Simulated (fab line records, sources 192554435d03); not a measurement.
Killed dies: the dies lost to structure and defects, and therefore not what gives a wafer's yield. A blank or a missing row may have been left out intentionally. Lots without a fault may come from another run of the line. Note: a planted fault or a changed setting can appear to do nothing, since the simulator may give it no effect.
fab line records    flow n5Finfet
record: lots: 5  wafers: 15  lastDay: 17
route steps=1938 shown BEOL_M2@892 BEOL_M3@931 PASSIVATION@1936
lots that met no fault: taken from a fault-free run of the same line
startH: hours from the record's first day to the start of the lot's first wafer shown    waitH: hours since the lot's step before    " the same as in the row above    L1.1+2: a row that stands for several wafers    - no value, or no start was given    * or withheld: withheld    < > ~ a bound
route shown NAME@n: NAME is a module with steps in the file, n the number in the route of the first one    usual: mean/standard deviation of fault-free wafers    same: alike in all rows    chamber/n: place in a boat    sites: readings site by site    _std_site: standard deviation of those values    _edge_site: inner sites' mean taken away from outer sites' mean    radiusMm: how far each site lies from the wafer's centre    mask NAME#n: copy n    behind: the most recent tool/chamber to have shaped the wafer    hold: cause of the lot's hold/its duration in hours/its outcome    device: names the non-switching transistor (n, p or np)    end of line: tests run on the same wafers once the route is complete    a step with no rows: only its recipe    killed: dies lost to structure and defects at the first sort, not the wafer's yield    map: the dies of a wafer, with x for killed, . for not killed, _ for no die there
set.NAME: setting as actually run; set.NAME@STEP: the setting as run at that earlier step    model.NAME: the simulator's own value behind a step, which no gauge read
a table for each step, a row for each wafer; lots at some steps of the route
services: a tool's chamber out of use, with start hour (startH, from the record's first day; less than 0 if before it), hours out, and reason
== steps ==
step: N5_BEOL_M2_STRIP_97
recipe: chemistry: N2/H2  timeS: 10  powerW: 450  tempC: 40  pressureMtorr: 20  rfFrequencyHz: 6e+07  biasPowerW: 7  n2FlowSccm: 200  h2FlowSccm: 200
usual: drypumpMotorCurrentA: 5.65/0.29  oesProductAu: 0.74/0.067  rfVppV: 59.1/0.83  showerheadPlenumPTorr: 2.54/0.086  throttleValvePct: 23.75/0.28
lot.wafer  tool        chamber  startH  waitH  drypumpMotorCurrentA  oesProductAu  rfHoursCounterH  rfVppV  showerheadPlenumPTorr  throttleValvePct
L308.3     rieDiel-06  0        -       -      5.82                  0.74          166              59.8    2.65                   23.85
L308.4     "           1        "       "      5.43                  0.74          193              58.4    2.53                   24.07
L308.6     "           1        "       "      5.44                  0.74          -                59.3    2.53                   24.07
L311.2     rieDiel-02  0        -       -      5.60                  0.69          213              57.6    2.50                   23.29
L311.3     "           1        "       "      5.89                  0.71          210              58.4    2.62                   24.04
L311.6     "           2        "       "      5.40                  0.72          -                58.7    2.51                   23.52
L313.2     rieDiel-03  1        -       -      5.34                  0.70          191              59.0    2.63                   23.72
L313.4     "           3        "       "      5.92                  0.86          55               59.9    2.69                   23.64
L313.5     "           0        "       "      5.56                  0.78          -                58.8    2.45                   24.05
L324.3     rieDiel-06  1        -       -      5.48                  0.72          229              58.9    2.51                   24.12
L324.4     "           0        "       "      5.81                  0.72          199              57.7    2.64                   23.89
L324.6     "           1        "       "      5.47                  0.71          -                57.5    2.51                   24.10
L325.3     rieDiel-02  0        -       -      5.61                  0.67          241              58.2    2.49                   23.33
L325.4     "           1        "       "      5.88                  0.70          -                60.9    2.61                   24.08
L325.6     "           3        "       "      5.58                  0.71          -                58.9    2.49                   24.01
step: N5_BEOL_M2_OCD_MEAS_38
usual: trenchDepthNm: 55.2/0.93
lot.wafer  tool    chamber  startH  waitH  trenchDepthNm
L308.3     ocd-01  -        149.69  -      56.0
L308.4     "       -        "       "      55.2
L308.6     "       -        "       "      55.0
L311.2     ocd-02  -        170.35  -      53.9
L311.3     "       -        "       "      54.4
L311.6     "       -        "       "      56.2
L313.2     ocd-02  -        188.66  -      55.2
L313.4     "       -        "       "      54.3
L313.5     "       -        "       "      55.6
L324.3     ocd-01  -        242.60  -      55.2
L324.4     "       -        "       "      55.9
L324.6     "       -        "       "      54.5
L325.3     ocd-01  -        250.42  -      53.1
L325.4     "       -        "       "      54.4
L325.6     "       -        "       "      56.0
step: N5_BEOL_M2_HM_STRIP_39
recipe: chemistry: peroxideTinStrip  material: TiN  targetDepthA: 250  tempC: 50  timeS: 158
step: N5_BEOL_M2_SRD_40
recipe: timeS: 30  tempC: 23  rinseLiquid: diw  dry: ipaMarangoni
step: N5_BEOL_M2_PRECLEAN_42
recipe: chemistry: residueRemover  timeS: 60  tempC: 40
step: N5_BEOL_M2_SRD_43
recipe: timeS: 30  tempC: 23  rinseLiquid: diw  dry: ipaMarangoni
step: N5_BEOL_M2_CD_MEAS_35
recipe: targetCdNm: 18  targetCdYNm: 22.2  polarity: opening
usual: cdNm: 18.1/0.34
lot.wafer  tool      chamber  startH  waitH  cdNm
L308.3     cdSem-02  -        149.85  0.0    18.4
L308.4     "         -        "       "      18.7
L308.6     "         -        "       "      18.1
L311.2     cdSem-02  -        170.50  0.0    18.4
L311.3     "         -        "       "      18.6
L311.6     "         -        "       "      18.0
L313.2     cdSem-03  -        188.81  0.0    18.1
L313.4     "         -        "       "      18.2
L313.5     "         -        "       "      17.9
L324.3     cdSem-02  -        242.75  0.0    18.3
L324.4     "         -        "       "      17.9
L324.6     "         -        "       "      18.3
L325.3     cdSem-03  -        250.57  0.0    18.1
L325.4     "         -        "       "      18.0
L325.6     "         -        "       "      18.0
step: N5_BEOL_M2_DEGAS_44
recipe: ambient: vacuum  tempC: 250  timeS: 60
step: N5_BEOL_M2_PRE_CLEAN_45
recipe: gas: H2/He  timeS: 30  tempC: 250
step: N5_BEOL_M2_ALD_84
recipe: material: TaN  targetThkA: *  tempC: 275  aldPrecursorFamily: PDMAT  aldCoReactant: NH3  pressureTorr: 3  carrierFlowSccm: 1500  pulseTimeS: 2  purgeTimeS: 3  coReactantPurgeTimeS: 2  coReactantPulseTimeS: 3  aldCycles: 30  precursorVesselTempC: 75  precursorVesselPressureTorr: 26.25  precursorVesselCarrierSccm: 1000
step: N5_BEOL_M2_SURFACE_TREAT_85
recipe: gas: Ar  timeS: *  ionEnergyEv: *  ionCurrentMaCm2: 0.5  pressureMtorr: *  arFlowSccm: 30
step: N5_BEOL_M2_CVD_47
recipe: material: Co  targetThkA: 30  tempC: withheld  precursor: CCTBA/H2  pressureTorr: 30  timeS: 223.8
step: N5_BEOL_M2_SPUTTER_48
recipe: material: Cu  targetThkA: 45  tempC: -20  chamberPressurePa: 0.07  powerW: withheld  timeS: 8.29
usual: throttleValvePct: 30.1/0.65
lot.wafer  tool           chamber  startH  waitH  throttleValvePct
L308.3     pvdSputter-02  -        152.04  0.4    29.1
L308.4     "              -        "       "      30.8
L308.6     "              -        "       "      30.0
L311.2     pvdSputter-01  -        172.45  0.1    30.6
L311.3     "              -        "       "      30.5
L311.6     "              -        "       "      30.4
L313.2     pvdSputter-02  -        190.01  0.2    30.1
L313.4     "              -        "       "      30.9
L313.5     "              -        "       "      30.1
L324.3     pvdSputter-02  -        244.91  1.3    31.0
L324.4     "              -        "       "      30.1
L324.6     "              -        "       "      30.9
L325.3     pvdSputter-01  -        251.61  0.1    30.4
L325.4     "              -        "       "      30.2
L325.6     "              -        "       "      29.2
step: N5_BEOL_M2_ANNEAL_49
recipe: tempC: 400  timeS: 240  ambient: vacuum
step: N5_BEOL_M2_SPUTTER_79
recipe: material: Cu  targetThkA: 45  tempC: -20  chamberPressurePa: 0.07  powerW: withheld  timeS: 8.29
step: N5_BEOL_M2_ANNEAL_80
recipe: tempC: 400  timeS: 240  ambient: vacuum
step: N5_BEOL_M2_SPUTTER_81
recipe: material: Cu  targetThkA: 45  tempC: -20  chamberPressurePa: 0.07  powerW: withheld  timeS: 8.29
usual: throttleValvePct: 30.1/0.65
lot.wafer  tool           chamber  startH  waitH  throttleValvePct
L308.3     pvdSputter-02  -        152.48  0.1    29.4
L308.4     "              -        "       "      30.5
L308.6     "              -        "       "      29.9
L311.2     pvdSputter-01  -        172.89  0.1    30.4
L311.3     "              -        "       "      30.8
L311.6     "              -        "       "      30.7
L313.2     pvdSputter-02  -        190.45  0.1    30.3
L313.4     "              -        "       "      30.8
L313.5     "              -        "       "      30.1
L324.3     pvdSputter-02  -        245.35  0.1    30.8
L324.4     "              -        "       "      30.1
L324.6     "              -        "       "      30.9
L325.3     pvdSputter-01  -        252.05  0.1    30.6
L325.4     "              -        "       "      30.6
L325.6     "              -        "       "      29.7
step: N5_BEOL_M2_ANNEAL_82
recipe: tempC: 400  timeS: 240  ambient: vacuum
step: N5_BEOL_M2_SPUTTER_86
recipe: material: Cu  targetThkA: 45  tempC: -20  chamberPressurePa: 0.07  powerW: withheld  timeS: 8.29
step: N5_BEOL_M2_ANNEAL_87
recipe: tempC: 400  timeS: 240  ambient: vacuum
step: N5_BEOL_M2_SPUTTER_88
recipe: material: Cu  targetThkA: 45  tempC: -20  chamberPressurePa: 0.07  powerW: withheld  timeS: 8.29
step: N5_BEOL_M2_ANNEAL_89
recipe: tempC: 400  timeS: 240  ambient: vacuum
step: N5_BEOL_M2_SPUTTER_90
recipe: material: Cu  targetThkA: 45  tempC: -20  chamberPressurePa: 0.07  powerW: withheld  timeS: 8.29
step: N5_BEOL_M2_ANNEAL_91
recipe: tempC: 400  timeS: 240  ambient: vacuum
step: N5_BEOL_M2_SPUTTER_92
recipe: material: Cu  targetThkA: 45  tempC: -20  chamberPressurePa: 0.07  powerW: withheld  timeS: 8.29
step: N5_BEOL_M2_ANNEAL_93
recipe: tempC: 400  timeS: 240  ambient: vacuum
usual: heaterPowerW: 807/96
lot.wafer  tool           chamber  startH  waitH  heaterPowerW
L308.3     pvdSputter-02  -        153.44  0.0    937
L308.4     "              -        "       "      716
L308.6     "              -        "       "      659
L311.2     pvdSputter-01  -        173.85  0.0    812
L311.3     "              -        "       "      809
L311.6     "              -        "       "      795
L313.2     pvdSputter-02  -        191.41  0.0    690
L313.4     "              -        "       "      703
L313.5     "              -        "       "      681
L324.3     pvdSputter-02  -        246.31  0.0    715
L324.4     "              -        "       "      679
L324.6     "              -        "       "      711
L325.3     pvdSputter-01  -        253.01  0.0    811
L325.4     "              -        "       "      793
L325.6     "              -        "       "      805
step: N5_BEOL_M2_SPUTTER_94
recipe: material: Cu  targetThkA: 45  tempC: -20  chamberPressurePa: 0.07  powerW: withheld  timeS: 8.29
step: N5_BEOL_M2_ANNEAL_95
recipe: tempC: 400  timeS: 240  ambient: vacuum
usual: heaterPowerW: 804/99
lot.wafer  tool           chamber  startH  waitH  heaterPowerW
L308.3     pvdSputter-02  -        153.66  0.0    926
L308.4     "              -        "       "      731
L308.6     "              -        "       "      663
L311.2     pvdSputter-01  -        174.07  0.0    802
L311.3     "              -        "       "      794
L311.6     "              -        "       "      793
L313.2     pvdSputter-02  -        191.63  0.0    663
L313.4     "              -        "       "      715
L313.5     "              -        "       "      682
L324.3     pvdSputter-02  -        246.53  0.0    713
L324.4     "              -        "       "      657
L324.6     "              -        "       "      708
L325.3     pvdSputter-01  -        253.23  0.0    810
L325.4     "              -        "       "      771
L325.6     "              -        "       "      803
step: N5_BEOL_M2_SPUTTER_96
recipe: material: Cu  targetThkA: 45  tempC: -20  chamberPressurePa: 0.07  powerW: withheld  timeS: 8.29
step: N5_BEOL_M2_ECD_50
recipe: material: Cu  targetThkA: 3000
step: N5_BEOL_M2_ANNEAL_51
recipe: tempC: 225  timeS: 90  ambient: N2
step: N5_BEOL_M2_CMP_52
recipe: stopOn: SiOC  tOverpolishS: 6.8  downForcePsi: 1  platenRpm: 50  clearingPlatenDownForcePsi: 1.5  clearingPlatenRpm: 50  postCmpClean: cuAlkaline  targetThkNm: 40  clearingPlatenPadVelocityMS: 0.99484  padVelocityMS: 0.99484
step: N5_BEOL_M2_PRE_CLEAN_60
recipe: gas: NH3/H2  timeS: 15  tempC: *  rfPowerW: 300
step: N5_BEOL_M2_CO_CAP_55
recipe: material: Co  targetThkA: 20  tempC: 200  precursor: CCTBA/H2  pressureTorr: 30  timeS: 102.1
step: N5_BEOL_M2_PRE_CLEAN_56
recipe: gas: NH3  timeS: 15  tempC: withheld  rfPowerW: 300
step: N5_BEOL_M2_DEP_57
recipe: material: SiCN  targetThkA: 80  tempC: withheld  precursor: 3MS/NH3  pressureTorr: 3  rfW: 202  timeS: 14
usual: showerheadPlenumPTorr: 3.667/0.016  throttleValvePct: 9.1/0.42
lot.wafer  tool      chamber  startH  waitH  showerheadPlenumPTorr  throttleValvePct
L308.3     pecvd-02  1        156.65  0.0    3.653                  9.8
L308.4     "         1        "       "      3.667                  9.3
L308.6     "         2        "       "      3.684                  9.2
L311.2     pecvd-04  0        175.38  0.0    3.642                  9.2
L311.3     "         2        "       "      3.648                  9.4
L311.6     "         0        "       "      3.653                  9.2
L313.2     pecvd-02  2        193.56  0.0    3.669                  9.4
L313.4     "         2        "       "      3.679                  9.4
L313.5     "         0        "       "      3.674                  8.7
L324.3     pecvd-02  2        247.65  0.0    3.671                  8.5
L324.4     "         2        "       "      3.682                  8.3
L324.6     "         1        "       "      3.668                  9.6
L325.3     pecvd-02  2        254.37  0.0    3.678                  8.6
L325.4     "         1        "       "      3.658                  9.6
L325.6     "         2        "       "      3.678                  8.4
step: N5_BEOL_M2_RS_MEAS_58
recipe: thkMeasGauge: four-point-probe  reads: Co_of_BEOL_M2_CO_CAP_55+Cu_of_BEOL_M2_ECD_50+Co_of_BEOL_M2_CVD_47+TaN_of_BEOL_M2_ALD_84
usual: M2_RS: 0.68/0.034
lot.wafer  tool          chamber  startH  waitH  M2_RS[ohm/sq]
L308.3     filmMetro-01  -        156.71  0.1    0.63
L308.4     "             -        "       "      0.64
L308.6     "             -        "       "      0.68
L311.2     filmMetro-02  -        175.45  0.1    0.73
L311.3     "             -        "       "      0.66
L311.6     "             -        "       "      0.65
L313.2     filmMetro-02  -        193.63  0.1    0.71
L313.4     "             -        "       "      0.71
L313.5     "             -        "       "      0.72
L324.3     filmMetro-02  -        247.72  0.1    0.70
L324.4     "             -        "       "      0.68
L324.6     "             -        "       "      0.73
L325.3     filmMetro-02  -        254.44  0.1    0.75
L325.4     "             -        "       "      0.72
L325.6     "             -        "       "      0.67
step: N5_BEOL_M3_ILD_DEP_00
recipe: material: SiOC  targetThkA: 790  tempC: 350  precursor: DEMS/O2  pressureTorr: 5  rfW: 500  timeS: 15.3
step: N5_BEOL_M3_THK_MEAS_01
recipe: reads: SiOC_of_BEOL_M3_ILD_DEP_00
usual: M3_ILD_THK: 78.9/0.98
lot.wafer  tool          chamber  startH  waitH  M3_ILD_THK[nm]
L308.3     filmMetro-01  -        156.84  0.1    78.6
L308.4     "             -        "       "      80.0
L308.6     "             -        "       "      79.6
L311.2     filmMetro-02  -        175.58  0.1    78.2
L311.3     "             -        "       "      78.3
L311.6     "             -        "       "      79.7
L313.2     filmMetro-01  -        193.76  0.1    78.3
L313.4     "             -        "       "      79.2
L313.5     "             -        "       "      79.1
L324.3     filmMetro-01  -        247.85  0.1    77.5
L324.4     "             -        "       "      78.4
L324.6     "             -        "       "      78.2
L325.3     filmMetro-01  -        254.57  0.1    79.3
L325.4     "             -        "       "      80.2
L325.6     "             -        "       "      78.5
step: N5_BEOL_M3_PECVD_72
recipe: material: SiO2  targetThkA: 160  tempC: 400  precursor: TEOS/O2  pressureTorr: 5.5  rfW: 450  teosFlowSccm: 53.8  gas: O2  flowSccm: 3000  timeS: 18
step: N5_PASSIVATION_PROBE_49
usual: defectLimitedYield: 91.4/1.5  killed_at_M0_to_M3: 34/12  killed_at_M4_up: 12/4.9  killedAtContacts: 13/7.2  killedAtFrontEnd: 39/12  killedAtOther: 3.7/2.9  killedDies: 101/18  killedOnRim: 13/4  killedOpen: 67/14  killedShort: 33/7.2  sort_bin_4_leakage: 0.00/0.022  sort_bin_5_function: 5.1/0.97  sort_bin_6_memory: 3.2/0.67  sortNPass: 1079/17  sortYieldPct: 91.4/1.5
same: grossDies: 1180  killedAtBackSide: 0  sort_bin_8_speed[%]: 0
lot.wafer  tool       chamber  startH  waitH  defectLimitedYield[%]  killed_at_M0_to_M3  killed_at_M4_up  killedAtContacts  killedAtFrontEnd  killedAtOther  killedDies  killedOnRim  killedOpen  killedShort  sort_bin_4_leakage[%]  sort_bin_5_function[%]  sort_bin_6_memory[%]  sortNPass  sortYieldPct[%]
L313.2     prober-02  -        321.73  0.1    81.9                   115                 20               17                56                5              213         42           90          36           0                      11.0                    3.6                   967        81.9
L313.4     prober-02  -        321.83  0.2    89.8                   30                  10               21                56                3              120         15           77          42           0                      6.6                     3.3                   1060       89.8
L313.5     prober-02  -        321.88  0.2    81.9                   120                 17               15                57                5              214         27           78          45           0                      11.4                    4.2                   966        81.9
killed by level:class
L313.2 BEOL_M2:unspecified=87 FIN_SAQP:geometricParticle:open=22 MOL_CONTACT_COAG:geometricParticle:open=14 GATE_CUT:geometricParticle:short=8 BEOL_M4:geometricParticle:open=8 BEOL_M0_SAQP:geometricParticle:open=7 BEOL_M2:geometricParticle:open=6 BEOL_M3:geometricParticle:open=6
L313.4 FIN_SAQP:geometricParticle:open=19 MOL_CONTACT_COAG:geometricParticle:open=16 FIN_SAQP:geometricParticle:short=14 BEOL_M0_SAQP:geometricParticle:short=10 BEOL_M0_SAQP:geometricParticle:open=7 STI_FIN_REVEAL:geometricParticle:open=6 MOL_CONTACT_COAG:geometricParticle:short=5 BEOL_M3:geometricParticle:open=5
L313.5 BEOL_M2:unspecified=90 STI_FIN_REVEAL:geometricParticle:open=13 FIN_SAQP:geometricParticle:short=12 MOL_CONTACT_COAG:geometricParticle:open=11 BEOL_M2:geometricParticle:open=10 FIN_SAQP:geometricParticle:open=8 DUMMY_GATE:geometricParticle:open=7 BEOL_M4:geometricParticle:short=6
map L313.5 (x killed, . not)
_________________xx..........________________
______________xxx.xx....x......._____________
___________xxxxxxxxx.....x..xx...x.__________
__________xxxxxxxxxx..........x..x.._________
________xxxxxxxxxxxx.xx.....x........._______
_______xxxxxxxxxxxxx......xxx........x.______
______.xxxxxxxxxxxxxx.......x..........._____
_____..xxxxxxxxxx.....x.......x.x..x.....____
____....xxxxxx..xx...................x...x___
___....x..xxxxxx...........x...........x...__
___.x......................xx...x.....x....__
__.....................x...........xxx......_
__....x....................x........x......._
_.............x.....x...............xx.......
_...x...x.......x.x........x..x..............
_..xx..x...x........x..........x.....x.......
_..x.x......x....x..x................x...xx..
_.......x...........................x.......x
_.............................x........x.x..x
_......xx.......x..........x...........x.....
_..........x............x........x...........
__.xxx....x.x...x.x..........x.xx..........._
__............x..........................xx._
___.............x......x.x...x.x...........__
___........x........x................xx....__
____x.x.................x......x.......x..___
_____....x.x....x..............x.........____
______xx.......x........x............x.._____
_______...............xxx....xx........______
________...x.........................._______
__________.........x.x........x..x.._________
___________.........x..............__________
______________x.....x..........._____________
_________________............________________
map L308.4 (x killed, . not)
_________________......x.....________________
______________..x...x.......x..._____________
___________.x...........x......x...__________
__________.........................._________
________.................x............_______
_______....x.x.........................______
______.................................._____
_____...x.x.....x....x...................____
____.............x...................x....___
___......x..........x.......x...x..........__
___............x....x..........x...xxx.....__
__....x.....x...............x.......x...x..._
__........x...x.......x..................x.x_
_.....x..........x....x.x....................
_.......x.x........x...........x...........x.
_.x..........x........x.................x....
_...x......x........x......x......x.....x....
_..............x.x................x......xx..
_..............x............xxx..............
_..........................x...............x.
_x...x......x...x...x........................
__..............x...........x..x........x..._
__......x................xx...........x....._
___....x....................x..x.......x...__
___.........x................x..........x..__
____.......x.................x.......x....___
_____x.....x......x..x.........x........x____
______......................x.x........._____
_______................................______
________...........x......x..........._______
__________...x......x.........x..x.._________
___________...x.x..................__________
______________....x....x........_____________
_________________............________________
== services ==
tool           chamber  startH  hours  kind
pecvd-04       0        137.13  5.5    scheduledDown
rieDiel-02     1        146.47  3.9    repair
pvdSputter-01  -        151.43  3.4    repair
rieDiel-06     2        165.55  -      clean
rieDiel-06     2        165.55  -      consumableReplace:focusRing
rieDiel-06     2        165.55  -      consumableReplace:showerhead
rieDiel-06     2        165.55  25.6   scheduledDown
rieDiel-06     2        165.55  25.6   ventCycle
pecvd-02       2        166.59  -      calibration
rieDiel-02     3        185.18  6.4    repair
pecvd-04       -        189.42  0.3    repair
pecvd-02       2        202.38  -      clean
pecvd-02       2        202.38  -      consumableReplace:showerhead
pecvd-02       2        202.38  29.0   scheduledDown
pecvd-02       2        202.38  29.0   ventCycle
rieDiel-03     3        225.89  3.9    repair
pecvd-04       0        233.51  2.1    scheduledDown
pecvd-04       1        236.22  5.5    scheduledDown
pecvd-04       2        241.68  16.5   scheduledDown
rieDiel-02     2        241.87  -      clean
rieDiel-02     2        241.87  -      consumableReplace:focusRing
rieDiel-02     2        241.87  24.2   scheduledDown
rieDiel-02     2        241.87  24.2   ventCycle
== key ==
firstSign: step: N5_PASSIVATION_PROBE_49  reading: killed_at_M0_to_M3  direction: up  sigmas: 7.2  usual: 34  struck: 118
effect: step: N5_PASSIVATION_PROBE_49  reading: defectLimitedYield  direction: down  sigmas: 6.4  usual: 91.4  struck: 81.9
moreKillsBornAt: N5_BEOL_M2_SPUTTER_48@pvdSputter-02: 177
metAt N5_BEOL_M2_SPUTTER_48
struckWafers L313.2,L313.5
onsetBetween 152.04 190.01
fault: kind: chamberParticleSource  tool: pvdSputter-02  chamber: -  onsetH: 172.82  steps: N5_BEOL_M2_SPUTTER_48  ratePerVisitCm2: 1.1133  endH: 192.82  scope: struckWafersOnly
